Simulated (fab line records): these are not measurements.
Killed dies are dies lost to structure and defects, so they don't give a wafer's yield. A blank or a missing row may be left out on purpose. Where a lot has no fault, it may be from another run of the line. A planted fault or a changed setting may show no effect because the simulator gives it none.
The same fault as seen by 2 desks || flow n5Finfet || each desk has only its own numbers; what lay behind them comes last

## FROM THE METROLOGY DESK
Means of the sampled wafers that have a number, per lot and without regard to the tool the lot ran on: this is what the gauges read. A lot is out of limits, marked OUT, if its mean lies more than 4 standard deviations from the usual mean; the brackets give that distance.
Columns: A = cdNm at N5_BEOL_M7_CD_MEAS_28, usual 40.05 nm
{"lot": "L417", "first seen here": "day 8 15:08", "A": 40.22}
{"lot": "L420", "first seen here": "day 9 14:46", "A": 40.14}
{"lot": "L421", "first seen here": "day 9 18:07", "A": 40.10}
{"lot": "L423", "first seen here": "day 10 12:08", "A": 39.22}
{"lot": "L426", "first seen here": "day 10 20:06", "A": 39.98}
{"lot": "L432", "first seen here": "day 12 09:56", "A": 40.26}
{"lot": "L433", "first seen here": "day 12 15:28", "A": 40.17}
{"lot": "L438", "first seen here": "day 13 23:26", "A": 39.88}
{"lot": "L439", "first seen here": "day 14 04:43", "A": 39.95}
{"lot": "L440", "first seen here": "day 14 22:40", "A": 40.09}
This desk's finding: nothing out of limits on any of the 10 lots.

## FOR THE TOOL OWNER'S DESK: euvScanner-01
The tool's own readings at N5_BEOL_M7_EXPOSE_25 (exposes mask V6, target cd 40 nm): means of the sampled wafers that have a number, for each lot that ran on this tool. A lot is out of limits, marked OUT, if its mean lies more than 4 standard deviations from the usual mean; the brackets give that distance.
Columns: A = focusOffsetNm at N5_BEOL_M7_EXPOSE_25, usual 0.1 nm; B = reticleTempC at N5_BEOL_M7_EXPOSE_25, usual 22.97 C
{"lot": "L420", "first seen here": "day 9 14:38", "A": -0.4, "B": 22.94}
{"lot": "L421", "first seen here": "day 9 17:59", "A": -0.5, "B": 22.88}
{"lot": "L423", "first seen here": "day 10 12:00", "A": 0.8, "B": 23.06}
This desk's finding: nothing out of limits on any of the 3 lots.

## ALL TOGETHER
Metrology desk: nothing out of limits seen.
The desk of the tool owner found nothing out of limits.

## WHAT THE SIMULATOR PUT IN
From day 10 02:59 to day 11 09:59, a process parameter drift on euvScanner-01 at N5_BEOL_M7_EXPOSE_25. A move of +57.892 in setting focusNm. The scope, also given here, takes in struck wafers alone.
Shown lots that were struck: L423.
